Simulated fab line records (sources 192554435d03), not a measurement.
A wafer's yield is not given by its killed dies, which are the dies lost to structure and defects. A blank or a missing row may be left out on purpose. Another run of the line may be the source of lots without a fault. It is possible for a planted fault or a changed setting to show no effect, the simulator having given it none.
Matching of chambers / flow n5 finfet / N5_DUMMY_GATE_STRIP_41 on rie diel-06: 4 sister chambers
The step strips in O2. 16 wafers are shown with their chamber, then 8 later ones without.

## EACH WAFER AND ITS CHAMBER
wafer=L074.2; chamber=0; showerhead plenum p Torr (Torr)=2.01; throttle valve pct (%)=16.57; drypump motor current A (A)=5.1
wafer=L074.3; chamber=2; showerhead plenum p Torr (Torr)=2.07; throttle valve pct (%)=16.90; drypump motor current A (A)=5.9
wafer=L074.4; chamber=2; showerhead plenum p Torr (Torr)=2.07; throttle valve pct (%)=16.92; drypump motor current A (A)=5.9
wafer=L076.2; chamber=0; showerhead plenum p Torr (Torr)=2.01; throttle valve pct (%)=16.59; drypump motor current A (A)=5.1
wafer=L076.5; chamber=1; showerhead plenum p Torr (Torr)=2.22; throttle valve pct (%)=16.18; drypump motor current A (A)=6.6
wafer=L076.6; chamber=0; showerhead plenum p Torr (Torr)=2.01; throttle valve pct (%)=16.57; drypump motor current A (A)=5.1
wafer=L077.1; chamber=2; showerhead plenum p Torr (Torr)=2.07; throttle valve pct (%)=16.91; drypump motor current A (A)=5.9
wafer=L077.4; chamber=3; showerhead plenum p Torr (Torr)=2.19; throttle valve pct (%)=16.46; drypump motor current A (A)=6.4
wafer=L077.6; chamber=0; showerhead plenum p Torr (Torr)=2.01; throttle valve pct (%)=16.59; drypump motor current A (A)=5.2
wafer=L079.1; chamber=3; showerhead plenum p Torr (Torr)=2.19; throttle valve pct (%)=16.46; drypump motor current A (A)=6.6
wafer=L079.3; chamber=1; showerhead plenum p Torr (Torr)=2.22; throttle valve pct (%)=16.21; drypump motor current A (A)=6.6
wafer=L079.5; chamber=0; showerhead plenum p Torr (Torr)=2.00; throttle valve pct (%)=16.60; drypump motor current A (A)=5.1
wafer=L082.1; chamber=2; showerhead plenum p Torr (Torr)=2.07; throttle valve pct (%)=16.94; drypump motor current A (A)=5.9
wafer=L082.2; chamber=3; showerhead plenum p Torr (Torr)=2.19; throttle valve pct (%)=16.46; drypump motor current A (A)=6.5
wafer=L082.6; chamber=2; showerhead plenum p Torr (Torr)=2.07; throttle valve pct (%)=16.94; drypump motor current A (A)=5.9
wafer=L085.2; chamber=1; showerhead plenum p Torr (Torr)=2.22; throttle valve pct (%)=16.22; drypump motor current A (A)=6.6

SIGNATURES (averages over the wafers above)
reading=showerhead plenum p Torr; chamber 0=2.0080; chamber 1=2.2200; chamber 2=2.0700; chamber 3=2.1900; scatter within a chamber=0.00258
reading=throttle valve pct; chamber 0=16.5840; chamber 1=16.2033; chamber 2=16.9220; chamber 3=16.4600; scatter within a chamber=0.0155
reading=drypump motor current A; chamber 0=5.120; chamber 1=6.600; chamber 2=5.900; chamber 3=6.500; scatter within a chamber=0.0483
Rule: for each reading, subtract the chamber's mean from the wafer's reading, divide by that reading's scatter and square the result; add these up over the readings and take the root, which gives the wafer's distance from the chamber. The wafer belongs to the nearest chamber; if the next one is less than 2 further off, it can't be placed. The scatter: the root of (the sum of the squares of (reading less its chamber's mean) over the shown wafers, divided by (wafers less chambers)).

## WAFERS WITH NO CHAMBER GIVEN
wafer=L085.3; showerhead plenum p Torr (Torr)=2.19; throttle valve pct (%)=16.49; drypump motor current A (A)=6.5
wafer=L085.6; showerhead plenum p Torr (Torr)=2.22; throttle valve pct (%)=16.20; drypump motor current A (A)=6.6
wafer=L090.1; showerhead plenum p Torr (Torr)=2.06; throttle valve pct (%)=16.96; drypump motor current A (A)=5.9
wafer=L090.3; showerhead plenum p Torr (Torr)=2.21; throttle valve pct (%)=16.21; drypump motor current A (A)=6.6
wafer=L090.5; showerhead plenum p Torr (Torr)=2.06; throttle valve pct (%)=16.95; drypump motor current A (A)=5.8
wafer=L097.1; showerhead plenum p Torr (Torr)=1.99; throttle valve pct (%)=16.67; drypump motor current A (A)=5.1
wafer=L097.4; showerhead plenum p Torr (Torr)=2.06; throttle valve pct (%)=16.98; drypump motor current A (A)=5.9
wafer=L097.5; showerhead plenum p Torr (Torr)=2.21; throttle valve pct (%)=16.24; drypump motor current A (A)=6.6

## WHICH CHAMBER EACH WENT THROUGH
wafer=L085.3; from the rows above=3; in truth=3
wafer=L085.6; from the rows above=1; in truth=1
wafer=L090.1; from the rows above=2; in truth=2
wafer=L090.3; from the rows above=1; in truth=1
wafer=L090.5; from the rows above=2; in truth=2
wafer=L097.1; from the rows above=0; in truth=0
wafer=L097.4; from the rows above=2; in truth=2
wafer=L097.5; from the rows above=1; in truth=1
Correctly placed: 8 of 8. Not placeable from these rows: 0. Placed wrongly: 0.
